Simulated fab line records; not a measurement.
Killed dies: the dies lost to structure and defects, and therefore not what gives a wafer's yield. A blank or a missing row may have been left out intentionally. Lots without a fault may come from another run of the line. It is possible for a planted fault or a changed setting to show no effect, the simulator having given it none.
Chamber matching ; flow nand_harc ; pecvd-03 running NHARC_P_M0_PRE_CLEAN_31: 3 sister chambers
The step time 12 s. 6 wafers are shown with their chamber, then 7 later ones without.

EACH WAFER AND ITS CHAMBER
wafer;chamber;heater_power_w (W);rf_fwd_power_W (W)
L085.1;0;741;294.1
L091.2;0;678;292.3
L091.4;1;444;293.6
L091.5;2;715;292.5
L092.1;1;518;292.9
L092.5;2;671;291.3

WAFERS WITHOUT THEIR CHAMBER
wafer;heater_power_w (W);rf_fwd_power_W (W)
L092.6;511;292.6
L093.1;743;292.6
L093.2;677;293.7
L093.5;673;291.8
L094.1;723;292.3
L094.2;489;292.9
L094.5;735;292.5

THE CHAMBER EACH PASSED THROUGH
wafer;from the rows above;in truth
L092.6;1;1
L093.1;can't be placed: 0 or 2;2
L093.2;can't be placed: 0 or 2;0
L093.5;can't be placed: 2 or 0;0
L094.1;can't be placed: 2 or 0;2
L094.2;1;1
L094.5;can't be placed: 0 or 2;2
Correctly placed: 2 of 7. Can't be placed from these rows: 5 (the true chamber is among the candidates in 5). Wrongly placed: 0.
How it was worked out, from the rows above alone: a wafer's distance from a chamber is the root of the sum, over the readings, of the square of ((its reading less the chamber's mean) divided by the reading's scatter). The wafer belongs to the nearest chamber; if the next one is less than 2 further off, it can't be placed. For every chamber, the mean is computed from those of its wafers that are shown. The scatter: take each reading less its chamber's mean, square it, sum over the shown wafers, divide by the number of wafers less the number of chambers, and take the root.
